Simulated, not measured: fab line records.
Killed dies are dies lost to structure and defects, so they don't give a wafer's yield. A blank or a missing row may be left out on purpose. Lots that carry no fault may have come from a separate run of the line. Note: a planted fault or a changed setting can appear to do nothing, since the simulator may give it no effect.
fab line records	flow n5Finfet
[record] lots = 5	wafers = 15	lastDay = 18
route steps=1938 shown BEOL_M6@1239 PASSIVATION@1936
lots untouched by any fault: they come from a run of this same line in which no faults occurred
startH: the number of hours between the record's first day and the start of the first shown wafer of the lot	waitH: hours from the lot's prior step to this one	" unchanged from the row above	L1.1+2: a row that stands for several wafers	- no value, or no start given	* or withheld: withheld	< > ~ a bound
route shown NAME@n: names a module that has steps shown in the file, with the first one's number in the route	usual: average and standard deviation across the fault-free wafers	same: alike in all rows	chamber/n: place in a boat	sites: the reading at each site	_std_site: their standard deviation	_edge_site: mean of outer sites minus mean of inner sites	radiusMm: for every site, how far away it sits from the centre of the wafer	mask NAME#n: copy n	behind: tool/chamber where the wafer was last shaped	hold: why the lot went on hold/how many hours it stayed there/how the hold came to an end	device: names the non-switching transistor (n, p or np)	end of line: the tests these same wafers got at the end of their route	a step given without rows: its recipe and nothing more	killed: not the wafer's yield, but the dies lost to structure and defects at the first sort	map: a wafer's dies, x killed, . not, _ none there
set.NAME: the run value of the setting; set.NAME@STEP: its run value at that earlier step	model.NAME: the simulator's own value behind a step, which no gauge read
a table for each step, a row for each wafer; lots at some steps of the route
services: a tool's chamber out of use, with start hour (startH, from the record's first day; less than 0 if before it), hours out, and reason
[[steps]]
[step N5_BEOL_M6_TRENCH_ETCH_37]
[recipe] chemistry = C4F6/O2	targetDepthA = 944.35	target = SiCOH_lowk	timeS = 31.5	ionEnergyEv = 250	pressureMtorr = 30	sourceW = 345	biasW = 185	Ar_flow_sccm = 300	C4F6_flow_sccm = 10	O2_flow_sccm = 10
[usual] O2_flow_sccm = 10.00/0.032	biasW = 185.0/0.52	drypumpMotorCurrentA = 5.7/0.42	oes_f_703_au = 0.81/0.1	oesProductAu = 0.79/0.1	rfVppV = 659/15	showerheadPlenumPTorr = 2.81/0.12	throttleValvePct = 20.79/0.2
lot.wafer	tool	chamber	startH	waitH	O2_flow_sccm	biasW	drypumpMotorCurrentA	oes_f_703_au	oesProductAu	rfHoursCounterH	rfVppV	showerheadPlenumPTorr	throttleValvePct
L599.1	rieDiel-05	0	-	-	9.96	184.8	5.7	0.69	0.68	243	678	2.71	21.21
L599.2	"	1	"	"	9.97	184.8	6.1	0.88	0.86	45	657	2.80	20.70
L599.4	"	0	"	"	10.00	184.5	5.7	0.68	0.68	-	678	2.71	21.21
L602.2	rieDiel-06	1	-	-	10.06	184.9	6.0	0.71	0.69	246	667	2.77	21.14
L602.3	"	3	"	"	10.04	185.1	6.5	0.92	0.87	62	628	2.73	20.58
L602.5	"	1	"	"	10.08	184.9	6.0	0.71	0.69	-	669	2.77	21.16
L607.1	rieDiel-04	3	-	-	10.02	185.4	5.3	0.86	0.85	57	658	2.80	20.64
L607.2	"	0	"	"	10.02	183.8	5.6	0.98	0.95	5	662	3.06	20.63
L607.5	"	0	"	"	10.03	184.8	5.6	0.97	0.95	-	663	3.06	20.64
L620.1	rieDiel-05	1	-	-	9.94	184.5	6.1	0.82	0.79	102	657	2.78	20.77
L620.2	"	3	"	"	10.04	185.0	5.6	0.90	0.88	36	641	2.81	21.04
L620.4	"	0	"	"	10.02	185.1	5.7	0.86	0.84	40	690	3.03	20.84
L621.2	rieDiel-04	0	-	-	10.04	184.9	5.6	0.89	0.88	41	662	3.04	20.70
L621.3	"	3	"	"	10.06	184.6	5.3	0.82	0.82	92	657	2.78	20.69
L621.6	"	2	"	"	9.98	186.0	5.9	0.70	0.69	-	649	2.91	21.08
[step N5_BEOL_M6_ETCH_41]
[recipe] chemistry = CH3F/O2	target = SiCN	targetDepthA = 297	taperDeg = 2	timeS = 52	ionEnergyEv = 120	maskMaterial = TiN	pressureMtorr = 30	sourceW = 395	biasW = 75	Ar_flow_sccm = 150	CH3F_flow_sccm = 30	O2_flow_sccm = 20
[usual] O2_flow_sccm = 20.01/0.051	biasW = 75.01/0.25	drypumpMotorCurrentA = 5.7/0.42	oesProductAu = 0.79/0.1	rfVppV = 296.9/1.9	showerheadPlenumPTorr = 1.98/0.088	throttleValvePct = 16.21/0.22
lot.wafer	tool	chamber	startH	waitH	O2_flow_sccm	biasW	drypumpMotorCurrentA	oesProductAu	rfHoursCounterH	rfVppV	showerheadPlenumPTorr	throttleValvePct
L599.1	rieDiel-05	0	-	-	20.01	74.98	5.7	0.68	243	294.9	1.90	16.63
L599.2	"	1	"	"	20.04	75.04	6.1	0.86	45	296.9	1.97	16.03
L599.4	"	0	"	"	20.04	75.08	5.7	0.68	-	292.7	1.90	16.64
L602.2	rieDiel-06	1	-	-	19.97	75.11	6.0	0.70	246	297.5	1.95	16.64
L602.3	"	3	"	"	20.03	75.15	6.5	0.87	62	296.0	1.92	16.03
L602.5	"	1	"	"	20.09	75.06	6.0	0.69	-	296.5	1.95	16.65
L607.1	rieDiel-04	3	-	-	20.09	74.94	5.3	0.85	57	296.5	1.96	16.00
L607.2	"	0	"	"	20.08	74.97	5.6	0.95	5	300.7	2.15	15.92
L607.5	"	0	"	"	20.04	75.24	5.6	0.95	-	299.3	2.15	15.94
L620.1	rieDiel-05	1	-	-	20.05	75.19	6.1	0.79	102	296.8	1.95	16.16
L620.2	"	3	"	"	19.93	75.70	5.6	0.89	36	296.0	1.97	16.28
L620.4	"	0	"	"	20.01	74.75	5.7	0.86	40	301.5	2.13	16.21
L621.2	rieDiel-04	0	-	-	20.08	75.19	5.7	0.87	41	300.1	2.14	16.00
L621.3	"	3	"	"	19.94	74.87	5.3	0.81	92	296.1	1.95	16.06
L621.6	"	2	"	"	20.03	74.74	5.8	0.68	-	298.0	2.05	16.51
[step N5_BEOL_M6_STRIP_80]
[recipe] chemistry = N2/H2	timeS = 10	powerW = 450	tempC = 40	pressureMtorr = 20	rfFrequencyHz = 6e+07	biasPowerW = 7	n2FlowSccm = 200	h2FlowSccm = 200
[step N5_BEOL_M6_OCD_MEAS_38]
[usual] trenchDepthNm = 94.0/2.4
lot.wafer	tool	chamber	startH	waitH	trenchDepthNm
L599.1	ocd-02	-	177.66	-	92.9
L599.2	"	-	"	"	96.1
L599.4	"	-	"	"	93.3
L602.2	ocd-01	-	204.43	-	95.7
L602.3	"	-	"	"	98.0
L602.5	"	-	"	"	96.3
L607.1	ocd-02	-	235.04	-	94.6
L607.2	"	-	"	"	92.5
L607.5	"	-	"	"	92.7
L620.1	ocd-02	-	328.89	-	94.2
L620.2	"	-	"	"	93.3
L620.4	"	-	"	"	93.1
L621.2	ocd-02	-	336.67	-	94.9
L621.3	"	-	"	"	95.9
L621.6	"	-	"	"	92.7
[step N5_BEOL_M6_HM_STRIP_39]
[recipe] chemistry = peroxideTinStrip	material = TiN	targetDepthA = 250	tempC = 50	timeS = 158
[step N5_BEOL_M6_SRD_40]
[recipe] timeS = 30	tempC = 23	rinseLiquid = diw	dry = ipaMarangoni
[step N5_BEOL_M6_PRECLEAN_42]
[recipe] chemistry = residueRemover	timeS = 60	tempC = 40
[step N5_BEOL_M6_SRD_43]
[recipe] timeS = 30	tempC = 23	rinseLiquid = diw	dry = ipaMarangoni
[step N5_BEOL_M6_CD_MEAS_35]
[recipe] targetCdNm = 40	targetCdYNm = 28	polarity = opening
[usual] cdNm = 40.4/0.59
lot.wafer	tool	chamber	startH	waitH	cdNm
L599.1	cdSem-03	-	177.81	0.0	40.8
L599.2	"	-	"	"	40.6
L599.4	"	-	"	"	40.9
L602.2	cdSem-02	-	204.59	0.0	40.7
L602.3	"	-	"	"	39.7
L602.5	"	-	"	"	41.0
L607.1	cdSem-02	-	235.20	0.0	40.8
L607.2	"	-	"	"	40.2
L607.5	"	-	"	"	40.4
L620.1	cdSem-01	-	329.05	0.0	40.9
L620.2	"	-	"	"	40.3
L620.4	"	-	"	"	40.3
L621.2	cdSem-03	-	336.83	0.0	39.5
L621.3	"	-	"	"	40.6
L621.6	"	-	"	"	40.4
[step N5_BEOL_M6_CURE_75]
[recipe] tempC = 370	timeS = 120	ambient = DMADMS/He	material = SiCOH_lowk
[usual] lampPowerPct = 52.32/0.053	wafer_temp_C_max = 371.8/0.59
lot.wafer	tool	chamber	startH	waitH	lampPowerPct	wafer_temp_C_max
L599.1	uvCure-03	1	177.85	0.0	52.20	371.3
L599.2	"	1	"	"	52.28	371.5
L599.4	"	1	"	"	52.29	371.2
L602.2	uvCure-01	1	204.79	0.2	52.32	372.2
L602.3	"	1	"	"	52.35	372.0
L602.5	"	1	"	"	52.30	372.1
L607.1	uvCure-03	0	235.24	0.0	52.44	370.7
L607.2	"	0	"	"	52.25	370.9
L607.5	"	0	"	"	52.32	370.6
L620.1	uvCure-02	2	329.22	0.2	52.37	372.1
L620.2	"	2	"	"	52.45	372.4
L620.4	"	2	"	"	52.36	371.4
L621.2	uvCure-02	1	336.97	0.1	52.29	371.2
L621.3	"	1	"	"	52.38	371.1
L621.6	"	1	"	"	52.26	371.8
[step N5_BEOL_M6_DEGAS_44]
[recipe] ambient = vacuum	tempC = 250	timeS = 60
[step N5_BEOL_M6_PRE_CLEAN_45]
[recipe] gas = H2/He	timeS = 30	tempC = 250
[usual] heaterPowerW = 327/27
lot.wafer	tool	chamber	startH	waitH	heaterPowerW
L599.1	pvdSputter-03	-	178.51	0.0	351
L599.2	"	-	"	"	310
L599.4	"	-	"	"	341
L602.2	pvdSputter-03	-	205.14	0.0	351
L602.3	"	-	"	"	305
L602.5	"	-	"	"	355
L607.1	pvdSputter-01	-	235.89	0.0	283
L607.2	"	-	"	"	327
L607.5	"	-	"	"	350
L620.1	pvdSputter-01	-	329.76	0.0	330
L620.2	"	-	"	"	339
L620.4	"	-	"	"	282
L621.2	pvdSputter-02	-	337.60	0.0	383
L621.3	"	-	"	"	324
L621.6	"	-	"	"	381
[step N5_BEOL_M6_ALD_77]
[recipe] material = TaN	targetThkA = 20	tempC = 275	aldPrecursorFamily = PDMAT	aldCoReactant = NH3	pressureTorr = 3	carrierFlowSccm = 1500	pulseTimeS = 2	purgeTimeS = 3	coReactantPurgeTimeS = 2	coReactantPulseTimeS = 3	aldCycles = 40	precursorVesselTempC = 75	precursorVesselPressureTorr = 26.25	precursorVesselCarrierSccm = 1000
[usual] aldCycles = 40/0	chamberPressureTorr = 3.000/0.0068	heaterPowerOuterW = 247/25	heaterPowerW = 446/49
lot.wafer	tool	chamber	startH	waitH	aldCycles	chamberPressureTorr	heaterPowerOuterW	heaterPowerW	model.TaN_of_BEOL_M6_ALD_77.thkNm
L599.1	aldMetal-01	2	178.57	0.0	40	3.002	274	512	2
L599.2	"	0	"	"	40	2.997	245	413	2
L599.4	"	3	"	"	40	2.990	236	416	2
L602.2	aldMetal-01	0	205.34	0.2	40	3.001	244	407	2
L602.3	"	3	"	"	40	3.001	236	408	2
L602.5	"	3	"	"	40	3.004	230	412	2
L607.1	aldMetal-01	1	235.95	0.0	51	3.007	234	409	2.6
L607.2	"	2	"	"	51	2.998	274	527	2.6
L607.5	"	2	"	"	40	3.008	279	515	2
L620.1	aldMetal-04	0	329.83	0.0	40	3.002	213	414	2
L620.2	"	1	"	"	40	3.006	254	464	2
L620.4	"	3	"	"	40	3.002	283	513	2
L621.2	aldMetal-03	3	337.89	0.3	40	2.992	268	488	2
L621.3	"	1	"	"	40	2.997	268	513	2
L621.6	"	3	"	"	40	2.990	262	491	2
[step N5_BEOL_M6_SURFACE_TREAT_79]
[recipe] gas = Ar	timeS = *	ionEnergyEv = *	ionCurrentMaCm2 = 0.5	pressureMtorr = *	arFlowSccm = 30
[usual] throttleValvePct = *
lot.wafer	tool	chamber	startH	waitH	throttleValvePct
L599.1	pvdSputter-02	-	178.86	0.2	*
L599.2	"	-	"	"	*
L599.4	"	-	"	"	*
L602.2	pvdSputter-01	-	205.67	0.2	*
L602.3	"	-	"	"	*
L602.5	"	-	"	"	*
L607.1	pvdSputter-01	-	236.25	0.2	*
L607.2	"	-	"	"	*
L607.5	"	-	"	"	*
L620.1	pvdSputter-03	-	330.11	0.2	*
L620.2	"	-	"	"	*
L620.4	"	-	"	"	*
L621.2	pvdSputter-02	-	338.32	0.3	*
L621.3	"	-	"	"	*
L621.6	"	-	"	"	*
[step N5_PASSIVATION_PROBE_49]
[usual] defectLimitedYield = 91.1/1.5	killed_at_M0_to_M3 = 37/11	killed_at_M4_up = 13/5.6	killedAtContacts = 12/5.6	killedAtFrontEnd = 39/11	killedAtOther = 4/3.1	killedDies = 105/18	killedOpen = 69/13	killedShort = 35/7.4	sort_bin_5_function = 5.1/0.92	sort_bin_6_memory = 3.4/0.76	sortNPass = 1075/18	sortYieldPct = 91.1/1.5
[same] grossDies = 1180	killedAtBackSide = 0	sort_bin_4_leakage[%] = 0	sort_bin_8_speed[%] = 0
lot.wafer	tool	chamber	startH	waitH	defectLimitedYield[%]	killed_at_M0_to_M3	killed_at_M4_up	killedAtContacts	killedAtFrontEnd	killedAtOther	killedDies	killedOpen	killedShort	sort_bin_5_function[%]	sort_bin_6_memory[%]	sortNPass	sortYieldPct[%]
L602.2	prober-01	-	296.96	0.7	91.4	20	12	18	44	7	101	60	38	5.4	2.8	1079	91.4
L602.3	prober-01	-	297.01	0.8	91.0	37	6	9	49	5	106	73	33	5.8	2.8	1074	91.0
L602.5	prober-01	-	297.11	0.9	91.0	26	16	12	46	6	106	59	39	5.7	2.5	1074	91.0
L621.2	prober-02	-	422.72	0.1	91.4	33	21	4	40	3	101	54	46	5.0	3.1	1079	91.4
L621.3	prober-02	-	422.77	0.1	88.9	53	11	17	45	5	131	86	45	5.9	4.7	1049	88.9
L621.6	prober-02	-	422.92	0.3	89.1	42	17	5	64	1	129	84	45	6.3	4.4	1051	89.1
// killed by level:class
L602.2 MOL_CONTACT_COAG:geometricParticle:open=16 GATE_CUT:geometricParticle:short=8 GATE_CUT:geometricParticle:open=7 FIN_SAQP:geometricParticle:short=6 STI_FIN_REVEAL:geometricParticle:open=6 FIN_SAQP:geometricParticle:open=4 BEOL_M1:geometricParticle:short=4 BEOL_M1:geometricParticle:open=4
L602.3 STI_FIN_REVEAL:geometricParticle:open=18 BEOL_M1:geometricParticle:open=12 BEOL_M2:geometricParticle:open=9 GATE_CUT:geometricParticle:short=8 MOL_CONTACT_COAG:geometricParticle:open=6 STI_FIN_REVEAL:geometricParticle:short=4 DUMMY_GATE:geometricParticle:open=4 BEOL_M1:geometricParticle:short=4
L602.5 FIN_SAQP:geometricParticle:short=14 MOL_CONTACT_COAG:geometricParticle:open=9 BEOL_M4:geometricParticle:open=8 HKMG_FIN:areaEtch=8 GATE_CUT:geometricParticle:short=7 BEOL_M3:geometricParticle:open=6 FIN_SAQP:geometricParticle:open=5 BEOL_M1:geometricParticle:open=4
L621.2 FIN_SAQP:geometricParticle:short=11 BEOL_M0_SAQP:geometricParticle:short=9 BEOL_M5:geometricParticle:open=8 BEOL_M0_SAQP:geometricParticle:open=7 GATE_CUT:geometricParticle:short=6 FIN_SAQP:geometricParticle:open=4 BEOL_M1:geometricParticle:open=4 BEOL_M6:geometricParticle:open=4
L621.3 BEOL_M0_SAQP:geometricParticle:open=15 MOL_CONTACT_COAG:geometricParticle:open=13 BEOL_M2:geometricParticle:open=12 BEOL_M0_SAQP:geometricParticle:short=11 STI_FIN_REVEAL:geometricParticle:open=9 GATE_CUT:geometricParticle:short=8 FIN_SAQP:geometricParticle:open=7 DUMMY_GATE:geometricParticle:open=5
L621.6 STI_FIN_REVEAL:geometricParticle:open=21 BEOL_M1:geometricParticle:open=12 FIN_SAQP:geometricParticle:short=9 BEOL_M4:geometricParticle:open=9 BEOL_M0_SAQP:geometricParticle:short=8 DUMMY_GATE:geometricParticle:open=7 FIN_SAQP:geometricParticle:open=6 BEOL_M2:geometricParticle:short=6
[[services]]
tool	chamber	startH	hours	kind
uvCure-03	-	156.28	0.6	repair
aldMetal-01	-	161.44	8.7	pm
uvCure-02	-	172.99	1.0	pm
rieDiel-05	1	183.09	9.7	repair
uvCure-03	-	192.98	0.3	repair
aldMetal-03	-	195.59	0.6	repair
aldMetal-04	-	197.69	0.3	repair
aldMetal-03	-	203.08	0.5	repair
uvCure-03	-	208.83	2.1	pm
rieDiel-05	3	209.61	4.5	repair
rieDiel-05	0	223.81	5.5	repair
aldMetal-04	-	231.06	8.7	pm
uvCure-01	-	249.66	0.5	repair
uvCure-01	-	250.81	0.8	repair
aldMetal-04	0	263.19	7.0	repair
uvCure-03	-	264.08	1.0	pm
rieDiel-04	-	266.81	2.4	repair
rieDiel-06	-	267.21	0.6	repair
rieDiel-06	-	275.37	4.3	pm
rieDiel-06	2	294.86	13.9	repair
rieDiel-04	2	302.94	7.1	repair
rieDiel-04	2	310.68	4.4	repair
pvdSputter-02	-	311.06	2.8	repair
uvCure-03	-	323.29	7.1	pm
[[key]]
[firstSign] step = N5_BEOL_M6_ALD_77	reading = aldCycles	direction = up	sigmas = 99+	usual = *	struck = *
effect none on later readings
[modelEffect] step = N5_BEOL_M6_ALD_77	value = TaN_of_BEOL_M6_ALD_77.thkNm	without = 2	struck = 2.6
metAt N5_BEOL_M6_ALD_77
struckWafers L607.1,L607.2
onsetBetween 205.34 235.95
[fault] kind = processParameterDrift	tool = aldMetal-01	chamber = -	onsetH = 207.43	steps = N5_BEOL_M6_ALD_77	channel = aldCycles	offset = *	shape = step	endH = 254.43	scope = struckWafersOnly	actsIn = *	stated = *
